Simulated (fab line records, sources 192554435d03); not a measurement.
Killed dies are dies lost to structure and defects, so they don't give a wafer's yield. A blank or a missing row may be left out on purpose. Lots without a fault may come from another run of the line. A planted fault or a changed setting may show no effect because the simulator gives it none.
fab line records | flow n5_finfet | part 1 of 2: steps 1 to 5 of 8
record lots=14 wafers=42 last_day=17
route steps=1938 shown BEOL_M0_SAQP@635 BEOL_M4@1111
lots that met no fault: from a run of the same line without faults
start_h: hours from the record's first day to the start of the lot's first wafer shown | wait_h: hours since the lot's step before | " the same as in the row above | L1.1+2: a row that stands for several wafers | - no value, or no start given | * or withheld: withheld | < > ~ a bound
route shown NAME@n: a module of which the file shows steps, and the number in the route of the first | usual: mean/standard deviation of fault-free wafers | same: alike in all rows | chamber/n: place in a boat | sites: the reading at each site | _std_site: their standard deviation | _edge_site: outer sites' mean less inner sites' | radius_mm: how far each site lies from the wafer's centre | mask NAME#n: copy n | behind: the tool/chamber that last shaped the wafer | hold: why the lot was held/for how many hours/how that ended | device: the transistor (n, p or np) that didn't switch | end of line: the same wafers' tests at the end of the route | a step without rows: its recipe alone | killed: dies lost to structure and defects at the first sort, not the wafer's yield | map: a wafer's dies, x killed, . not, _ none there
set.NAME: the setting as run; set.NAME@STEP: as run at that earlier step | model.NAME: the simulator's own value behind a step, which no gauge read
steps of the route over a sample of lots; a table a step, a row a wafer
services: from which hour (start_h, from the record's first day; less than 0 if before it) a tool's chamber was out of use, for how many hours, and why
## steps
# step N5_BEOL_M0_SAQP_PECVD_03
# recipe material=SiCN target_thk_a=120 temp_c=withheld precursor=3MS/NH3 pressure_torr=3 rf_w=202 time_s=21.1
# usual chamber_pressure_Torr=3.000/0.0065 showerhead_plenum_p_Torr=3.658/0.014 throttle_valve_pct=9.0/0.58
# columns lot.wafer tool chamber start_h wait_h chamber_pressure_Torr showerhead_plenum_p_Torr throttle_valve_pct
L479.2 pecvd-03 2 108.25 0.1 3.001 3.687 8.2
L479.5 " 2 " " 3.006 3.679 8.1
L479.6 " 1 " " 2.997 3.668 8.8
L482.1 pecvd-02 1 123.59 0.1 3.000 3.644 9.1
L482.4 " 2 " " 2.999 3.674 9.8
L482.6 " 1 " " 2.990 3.641 9.1
L483.1 pecvd-03 0 131.92 0.1 2.998 3.663 9.2
L483.3 " 2 " " 2.994 3.681 7.8
L483.5 " 2 " " 3.002 3.672 7.8
L485.1 pecvd-03 1 151.05 0.1 2.999 3.669 9.0
L485.2 " 0 " " 2.988 3.654 9.0
L485.6 " 0 " " 3.006 3.656 9.1
L486.3 pecvd-04 2 151.15 0.1 3.001 3.648 8.6
L486.5 " 0 " " 3.010 3.645 9.3
L486.6 " 1 " " 3.003 3.651 9.7
L487.1 pecvd-04 0 154.53 0.1 3.000 3.653 9.2
L487.3 " 2 " " 3.008 3.662 8.7
L487.6 " 0 " " 3.002 3.644 9.7
L488.2 pecvd-03 0 160.07 0.1 2.998 3.655 8.9
L488.5 " 0 " " 2.987 3.646 9.2
L488.6 " 2 " " 3.006 3.676 8.0
L490.2 pecvd-02 2 176.52 0.1 3.005 3.671 9.6
L490.4 " 1 " " 2.997 3.643 9.0
L490.5 " 0 " " 3.004 3.644 8.7
L494.1 pecvd-03 0 201.19 0.1 2.988 3.650 9.1
L494.2 " 2 " " 2.998 3.674 7.9
L494.6 " 2 " " 3.006 3.680 8.3
L496.2 pecvd-03 1 212.17 0.1 3.003 3.670 9.4
L496.4 " 0 " " 2.999 3.644 9.3
L496.5 " 2 " " 3.000 3.677 8.1
L497.2 pecvd-02 0 216.17 0.1 3.004 3.638 8.8
L497.4 " 1 " " 2.999 3.641 9.1
L497.5 " 1 " " 3.003 3.646 9.1
L499.3 pecvd-04 2 231.52 0.1 3.000 3.659 8.7
L499.5 " 1 " " 3.016 3.648 9.8
L499.6 " 0 " " 3.006 3.640 9.5
L501.1 pecvd-03 0 241.41 0.1 2.999 3.661 9.1
L501.4 " 2 " " 3.012 3.670 7.8
L501.5 " 0 " " 3.006 3.647 9.1
L502.3 pecvd-03 0 245.93 0.1 2.986 3.650 8.9
L502.4 " 0 " " 2.995 3.643 9.0
L502.5 " 2 " " 3.010 3.674 7.9
# step N5_BEOL_M0_SAQP_PECVD_97
# recipe material=SiNx target_thk_a=230 temp_c=350 precursor=SiH4/NH3/N2 pressure_torr=1.5 rf_w=300 time_s=19.9
# usual chamber_pressure_Torr=1.500/0.0036 heater_power_outer_w=330/58 heater_power_w=577/67 showerhead_plenum_p_Torr=5.10/0.067 throttle_valve_pct=39.6/2.4
# columns lot.wafer tool chamber start_h wait_h chamber_pressure_Torr heater_power_outer_w heater_power_w showerhead_plenum_p_Torr throttle_valve_pct
L479.2 pecvd-03 2 108.32 0.0 1.495 406 638 5.17 35.2
L479.5 " 2 " " 1.499 410 644 5.18 34.9
L479.6 " 1 " " 1.502 271 475 5.19 39.9
L482.1 pecvd-02 1 123.66 0.0 1.499 307 554 5.04 40.0
L482.4 " 2 " " 1.502 315 591 5.21 42.8
L482.6 " 1 " " 1.492 303 557 5.04 39.9
L483.1 pecvd-03 0 132.00 0.0 1.501 282 510 5.06 39.7
L483.3 " 2 " " 1.503 427 654 5.18 35.0
L483.5 " 2 " " 1.504 428 664 5.18 35.0
L485.1 pecvd-03 1 151.13 0.0 1.496 268 484 5.21 39.9
L485.2 " 0 " " 1.502 326 549 5.08 39.8
L485.6 " 0 " " 1.505 322 531 5.06 40.2
L486.3 pecvd-04 2 151.23 0.0 1.498 276 549 5.09 38.6
L486.5 " 0 " " 1.497 302 552 5.03 41.8
L486.6 " 1 " " 1.500 314 553 5.04 43.0
L487.1 pecvd-04 0 154.61 0.0 1.498 366 625 5.03 41.9
L487.3 " 2 " " 1.505 288 558 5.08 38.5
L487.6 " 0 " " 1.501 347 628 5.04 41.8
L488.2 pecvd-03 0 160.14 0.0 1.498 285 497 5.05 39.9
L488.5 " 0 " " 1.497 288 500 5.05 40.1
L488.6 " 2 " " 1.497 466 699 5.16 35.2
L490.2 pecvd-02 2 176.59 0.0 1.499 274 531 5.22 42.7
L490.4 " 1 " " 1.498 310 577 5.04 39.7
L490.5 " 0 " " 1.498 251 492 5.05 38.5
L494.1 pecvd-03 0 201.27 0.0 1.504 356 570 5.06 39.9
L494.2 " 2 " " 1.493 444 683 5.17 35.2
L494.6 " 2 " " 1.498 446 675 5.18 35.3
L496.2 pecvd-03 1 212.25 0.0 1.501 269 478 5.19 39.6
L496.4 " 0 " " 1.499 344 569 5.06 39.9
L496.5 " 2 " " 1.502 468 701 5.19 35.3
L497.2 pecvd-02 0 216.28 0.0 1.505 274 524 5.03 38.9
L497.4 " 1 " " 1.503 301 556 5.04 39.4
L497.5 " 1 " " 1.509 293 561 5.04 39.8
L499.3 pecvd-04 2 231.60 0.0 1.503 332 655 5.07 38.8
L499.5 " 1 " " 1.501 311 552 5.04 42.9
L499.6 " 0 " " 1.504 297 535 5.04 41.8
L501.1 pecvd-03 0 241.49 0.0 1.502 349 582 5.05 39.8
L501.4 " 2 " " 1.501 421 650 5.16 35.5
L501.5 " 0 " " 1.500 348 571 5.06 39.8
L502.3 pecvd-03 0 246.01 0.0 1.505 315 545 5.05 39.9
L502.4 " 0 " " 1.508 321 544 5.06 40.1
L502.5 " 2 " " 1.503 447 716 5.16 35.2
# step N5_BEOL_M0_SAQP_DESCUM_19
# recipe chemistry=O2 time_s=7.9 source_power_w=50 bias_power_w=20 pressure_mtorr=20 rf_frequency_hz=2.712e+07 temp_c=40 resist=CAR-ArF o2_flow_sccm=225
# usual bias_power_w=20.00/0.061 chamber_pressure_mTorr=19.999/0.018 drypump_motor_current_A=5.7/0.42 oes_product_au=0.77/0.084 rf_vpp_V=243.1/1.5 showerhead_plenum_p_Torr=2.09/0.071 throttle_valve_pct=20.35/0.25
# columns lot.wafer tool chamber start_h wait_h bias_power_w chamber_pressure_mTorr drypump_motor_current_A oes_product_au rf_hours_counter_h rf_vpp_V showerhead_plenum_p_Torr throttle_valve_pct
L479.2 rie_diel-05 1 109.13 0.1 20.08 20.023 5.7 0.81 88 240.0 1.96 20.69
L479.5 " 0 " " 19.90 19.998 6.0 0.71 - 241.0 1.99 20.59
L479.6 " 3 " " 20.00 19.995 5.6 0.76 - 239.8 2.00 20.22
L482.1 rie_diel-04 1 124.48 0.1 19.96 20.010 6.5 0.74 161 244.6 2.10 20.34
L482.4 " 2 " " 19.89 20.023 5.6 0.78 - 244.0 2.09 19.88
L482.6 " 1 " " 19.96 19.996 6.5 0.74 - 243.7 2.10 20.34
L483.1 rie_diel-04 3 132.71 0.0 19.86 20.021 5.4 0.89 45 242.5 2.04 20.12
L483.3 " 0 " " 19.90 20.013 6.5 0.84 90 245.5 2.20 20.57
L483.5 " 2 " " 20.01 19.989 5.6 0.77 - 242.2 2.09 19.89
L485.1 rie_diel-05 2 151.71 0.0 20.02 20.003 5.5 0.89 24 243.8 2.15 20.02
L485.2 " 0 " " 20.00 19.985 6.1 0.70 198 240.8 1.99 20.61
L485.6 " 0 " " 19.99 20.003 6.0 0.70 - 240.0 1.99 20.62
L486.3 rie_diel-01 2 151.94 0.0 19.99 19.991 5.5 0.71 211 244.1 2.16 20.44
L486.5 " 2 " " 20.09 20.000 5.5 0.72 - 243.3 2.16 20.45
L486.6 " 3 " " 20.05 19.993 5.5 0.71 - 245.1 2.17 20.45
L487.1 rie_diel-05 0 155.22 0.1 19.99 19.983 6.1 0.70 200 241.4 1.99 20.61
L487.3 " 2 " " 19.95 20.037 5.5 0.90 25 244.0 2.15 20.04
L487.6 " 0 " " 20.08 20.009 6.0 0.70 - 241.4 1.99 20.60
L488.2 rie_diel-01 3 160.85 0.0 20.04 20.000 5.5 0.71 200 243.5 2.16 20.45
L488.5 " 1 " " 20.01 19.991 5.6 0.73 - 243.7 2.09 20.62
L488.6 " 2 " " 20.03 20.018 5.5 0.71 - 243.3 2.16 20.47
L490.2 rie_diel-04 0 177.60 0.3 20.05 20.015 6.6 0.81 102 245.3 2.19 20.58
L490.4 " 3 " " 19.91 19.976 5.4 0.87 57 243.4 2.04 20.14
L490.5 " 1 " " 19.87 20.018 6.5 0.71 - 242.4 2.09 20.37
L494.1 rie_diel-01 1 202.00 0.0 20.00 19.985 5.6 0.71 191 241.9 2.09 20.62
L494.2 " 0 " " 19.87 19.984 5.3 0.99 6 242.3 2.14 20.00
L494.6 " 0 " " 19.90 19.999 5.3 0.99 - 245.1 2.14 20.01
L496.2 rie_diel-01 2 212.98 0.0 20.03 19.976 5.5 0.69 230 244.2 2.15 20.48
L496.4 " 1 " " 20.02 20.024 5.6 0.71 195 241.9 2.09 20.64
L496.5 " 0 " " 19.98 19.996 5.3 0.97 - 242.5 2.14 20.00
L497.2 rie_diel-01 1 217.27 0.2 19.98 19.993 5.6 0.71 196 242.8 2.09 20.64
L497.4 " 3 " " 20.08 19.990 5.5 0.70 218 245.0 2.16 20.46
L497.5 " 3 " " 19.97 20.020 5.5 0.70 - 244.3 2.16 20.47
L499.3 rie_diel-01 2 232.30 0.0 20.03 19.994 5.5 0.68 236 243.8 2.15 20.49
L499.5 " 2 " " 20.00 19.980 5.5 0.70 - 244.2 2.15 20.49
L499.6 " 3 " " 20.02 19.987 5.5 0.69 - 245.5 2.16 20.49
L501.1 rie_diel-01 1 242.34 0.2 20.03 19.990 5.6 0.70 203 242.6 2.08 20.66
L501.4 " 2 " " 20.02 19.972 5.5 0.69 240 243.4 2.15 20.51
L501.5 " 3 " " 20.07 20.016 5.5 0.68 - 244.1 2.15 20.49
L502.3 rie_diel-05 1 246.59 0.0 19.92 19.982 5.7 0.78 122 240.0 1.95 20.76
L502.4 " 0 " " 20.00 19.999 6.1 0.68 229 240.9 1.98 20.65
L502.5 " 2 " " 20.01 19.983 5.6 0.86 - 244.1 2.14 20.05
# step N5_BEOL_M0_SAQP_HM_OPEN_112
# recipe chemistry=CHF3/O2 target=SiO2 stop_on=a-Si target_depth_a=120 over_etch_frac=1.25 mask_material=SOC time_s=13.5 pressure_mtorr=30 source_w=650 bias_w=170 Ar_flow_sccm=200 CHF3_flow_sccm=50 O2_flow_sccm=5 ion_energy_ev=200 ends=end_point
# usual CHF3_flow_sccm=50.03/0.14 O2_flow_sccm=5.001/0.015 chamber_pressure_mTorr=30.001/0.027 drypump_motor_current_A=5.7/0.41 mfc_ar_sccm=200.0/0.6 oes_product_au=0.50/0.053 rf_vpp_V=524/12 showerhead_plenum_p_Torr=2.41/0.082 throttle_valve_pct=18.78/0.23
# columns lot.wafer tool chamber start_h wait_h CHF3_flow_sccm O2_flow_sccm chamber_pressure_mTorr drypump_motor_current_A mfc_ar_sccm oes_product_au rf_hours_counter_h rf_vpp_V showerhead_plenum_p_Torr throttle_valve_pct
L479.2 rie_diel-05 1 109.32 0.0 50.13 5.032 29.971 5.7 200.3 0.53 88 501 2.25 19.04
L479.5 " 0 " " 50.11 4.985 29.990 6.1 199.3 0.47 - 542 2.30 18.99
L479.6 " 3 " " 50.18 4.998 29.982 5.6 200.0 0.50 - 515 2.32 18.75
L482.1 rie_diel-04 1 124.67 0.0 49.82 5.017 30.009 6.5 201.1 0.47 161 519 2.40 18.64
L482.4 " 2 " " 50.22 4.996 30.018 5.6 199.8 0.50 - 526 2.42 18.42
L482.6 " 1 " " 50.07 4.996 29.990 6.5 200.7 0.48 - 517 2.40 18.63
L483.1 rie_diel-04 3 132.90 0.0 50.04 5.006 30.021 5.4 199.3 0.58 45 513 2.36 18.60
L483.3 " 0 " " 49.82 4.995 30.000 6.6 200.6 0.54 90 528 2.54 19.02
L483.5 " 2 " " 49.98 4.981 30.016 5.6 200.1 0.50 - 525 2.42 18.40
L485.1 rie_diel-05 2 151.90 0.0 50.11 4.996 30.025 5.5 200.6 0.58 24 518 2.47 18.41
L485.2 " 0 " " 50.00 5.020 29.968 6.1 200.2 0.46 198 542 2.29 19.00
L485.6 " 0 " " 50.13 5.004 30.004 6.0 200.4 0.47 - 543 2.29 19.01
L486.3 rie_diel-01 2 152.14 0.0 50.15 5.010 29.974 5.5 199.7 0.46 211 525 2.50 18.99
L486.5 " 2 " " 50.10 5.015 29.999 5.5 199.6 0.46 - 526 2.50 19.00
L486.6 " 3 " " 50.27 4.993 29.951 5.5 200.2 0.47 - 545 2.49 18.86
L487.1 rie_diel-05 0 155.42 0.0 49.94 5.016 29.973 6.1 200.4 0.46 200 543 2.29 19.02
L487.3 " 2 " " 50.28 5.007 29.965 5.5 199.2 0.59 25 518 2.46 18.42
L487.6 " 0 " " 50.14 4.994 30.019 6.0 200.3 0.47 - 545 2.29 19.02
L488.2 rie_diel-01 3 161.04 0.0 49.67 5.016 30.029 5.5 200.0 0.46 200 545 2.49 18.86
L488.5 " 1 " " 49.83 5.005 29.964 5.6 200.3 0.47 - 522 2.39 18.94
L488.6 " 2 " " 49.67 4.972 30.030 5.5 200.3 0.47 - 524 2.50 19.00
L490.2 rie_diel-04 0 177.79 0.0 49.97 5.003 29.965 6.6 200.2 0.53 102 526 2.54 19.06
L490.4 " 3 " " 49.98 4.966 29.974 5.4 199.1 0.57 57 512 2.36 18.60
L490.5 " 1 " " 49.94 5.008 30.028 6.5 199.4 0.47 - 516 2.39 18.66
L494.1 rie_diel-01 1 202.19 0.0 50.04 4.982 29.988 5.6 199.9 0.46 191 523 2.38 18.95
L494.2 " 0 " " 50.03 5.016 30.014 5.3 199.0 0.64 6 526 2.46 18.43
L494.6 " 0 " " 50.06 5.036 30.005 5.3 199.4 0.64 - 528 2.46 18.42
L496.2 rie_diel-01 2 213.17 0.0 - - - - - - - - - -
L496.4 " 1 " " - - - - - - - - - -
L496.5 " 0 " " - - - - - - - - - -
L497.2 rie_diel-01 1 217.46 0.0 - - - - - - - - - -
L497.4 " 3 " " - - - - - - - - - -
L497.5 " 3 " " - - - - - - - - - -
L499.3 rie_diel-01 2 232.49 0.0 50.11 4.991 30.017 5.5 199.4 0.46 236 524 2.49 19.04
L499.5 " 2 " " 50.23 5.012 29.970 5.5 199.8 0.46 - 525 2.49 19.03
L499.6 " 3 " " 50.25 4.996 30.011 5.5 199.7 0.45 - 546 2.48 18.91
L501.1 rie_diel-01 1 242.53 0.0 49.89 4.997 30.030 5.6 200.1 0.46 203 521 2.38 18.97
L501.4 " 2 " " 50.07 4.988 29.970 5.5 200.4 0.45 240 525 2.49 19.04
L501.5 " 3 " " 50.02 4.985 30.024 5.4 199.9 0.45 - 545 2.48 18.92
L502.3 rie_diel-05 1 246.78 0.0 49.91 5.022 29.967 5.8 199.8 0.50 122 501 2.24 19.08
L502.4 " 0 " " 49.97 4.983 30.005 6.0 200.0 0.45 229 543 2.28 19.05
L502.5 " 2 " " 49.86 5.007 30.005 5.5 199.9 0.56 - 518 2.45 18.47
# step N5_BEOL_M0_SAQP_MANDREL_ETCH_20
# recipe target_depth_a=600 chemistry=HBr/Cl2 target=a-Si stop_on=SiNx bt_time_s=10 mask_material=SOC over_etch_frac=0.5 time_s=30 pressure_mtorr=10 icp_w=800 bias_w=75 HBr_flow_sccm=150 Cl2_flow_sccm=80 ends=end_point
# usual chamber_pressure_mTorr=9.999/0.0096 drypump_motor_current_A=5.8/0.56 oes_product_au=0.777/0.014 throttle_valve_pct=35.4/0.42
# columns lot.wafer tool chamber start_h wait_h chamber_pressure_mTorr drypump_motor_current_A oes_product_au rf_hours_counter_h throttle_valve_pct
L479.2 rie_si-06 1 109.40 0.0 9.999 5.1 0.776 71 35.0
L479.5 " 2 " " 10.004 6.0 0.775 - 35.1
L479.6 " 1 " " 9.991 5.1 0.771 - 35.0
L482.1 rie_si-04 2 124.76 0.0 9.983 6.4 0.769 63 35.3
L482.4 " 1 " " 10.009 5.9 0.784 51 35.7
L482.6 " 0 " " 10.006 5.6 0.766 - 34.9
L483.1 rie_si-04 1 132.98 0.0 10.002 5.9 0.769 51 35.7
L483.3 " 3 " " 9.991 6.7 0.765 184 36.0
L483.5 " 3 " " 9.999 6.7 0.775 - 36.0
L485.1 rie_si-06 1 151.98 0.0 9.988 5.1 0.768 71 35.1
L485.2 " 2 " " 9.993 6.0 0.771 62 35.1
L485.6 " 3 " " 9.994 6.6 0.804 - 35.3
L486.3 rie_si-04 2 152.22 0.0 10.008 6.4 0.767 64 35.3
L486.5 " 3 " " 10.003 6.7 0.786 - 36.0
L486.6 " 0 " " 10.008 5.6 0.771 - 34.9
L487.1 rie_si-06 2 155.50 0.0 10.012 6.0 0.773 62 35.1
L487.3 " 0 " " 9.994 5.6 0.781 178 35.1
L487.6 " 0 " " 9.993 5.6 0.794 - 35.1
L488.2 rie_si-04 2 161.12 0.0 10.001 6.5 0.772 64 35.3
L488.5 " 0 " " 9.984 5.6 0.770 - 34.9
L488.6 " 1 " " 10.009 5.9 0.764 - 35.7
L490.2 rie_si-06 0 177.87 0.0 9.996 5.6 0.790 178 35.1
L490.4 " 1 " " 10.002 5.1 0.779 72 35.0
L490.5 " 0 " " 10.013 5.6 0.787 - 35.1
L494.1 rie_si-02 0 202.27 0.0 10.000 5.9 0.789 180 34.9
L494.2 " 2 " " 10.013 5.3 0.752 65 35.9
L494.6 " 2 " " 10.011 5.3 0.753 - 35.9
L496.2 rie_si-02 2 213.25 0.0 10.000 5.3 0.315 65 36.8
L496.4 " 3 " " 10.007 5.3 0.331 21 37.1
L496.5 " 3 " " 9.991 5.4 0.334 - 37.1
L497.2 rie_si-06 0 217.54 0.0 10.011 5.6 0.332 179 36.0
L497.4 " 1 " " 9.999 5.1 0.324 73 35.9
L497.5 " 1 " " 9.994 5.1 0.331 - 35.9
L499.3 rie_si-06 2 232.58 0.0 9.998 6.0 0.769 63 35.1
L499.5 " 3 " " 9.986 6.6 0.801 - 35.3
L499.6 " 2 " " 9.993 6.0 0.786 - 35.1
L501.1 rie_si-06 1 242.61 0.0 9.990 5.1 0.769 73 35.0
L501.4 " 0 " " 10.001 5.6 0.788 179 35.1
L501.5 " 0 " " 9.998 5.6 0.779 - 35.1
L502.3 rie_si-06 2 246.87 0.0 9.996 6.0 0.778 64 35.1
L502.4 " 3 " " 10.003 6.6 0.789 85 35.3
L502.5 " 1 " " 9.978 5.1 0.776 - 35.0
## key
first_sign step=N5_BEOL_M0_SAQP_HM_OPEN_112 reading=tool_record direction=missing
effect step=N5_BEOL_M0_SAQP_MANDREL_ETCH_20 reading=oes_product_au direction=down sigmas=31 usual=0.777 struck=0.328
effect step=N5_BEOL_M0_SAQP_MANDREL1_REMOVE_100 reading=oes_product_au direction=down sigmas=26 usual=1.003 struck=0.377
effect step=N5_BEOL_M0_SAQP_CD_MEAS_25 reading=cd_nm direction=missing
met_at N5_BEOL_M0_SAQP_HM_OPEN_112
struck_lots L496,L497
later_rows_left_out L496.2,L496.4,L496.5,L497.2,L497.4,L497.5
sort_left_out L496.2,L496.4,L496.5,L497.2,L497.4,L497.5
not_acting_at N5_BEOL_M0_SAQP_PECVD_03,N5_BEOL_M0_SAQP_PECVD_97,N5_BEOL_M0_SAQP_DESCUM_19
onset_between 202.19 213.17
fault kind=skipped_step_whole tool=rie_diel-01 chamber=- onset_h=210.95 steps=N5_BEOL_M0_SAQP_HM_OPEN_112 scope=struck_lots_only
# sort_left_out: the simulated sort isn't trusted on such a fault, so these wafers' sort isn't shown, and their yield isn't known
# later_rows_left_out: the simulator's readings of these wafers behind a module that went badly wrong aren't trusted and aren't shown, but for the sort
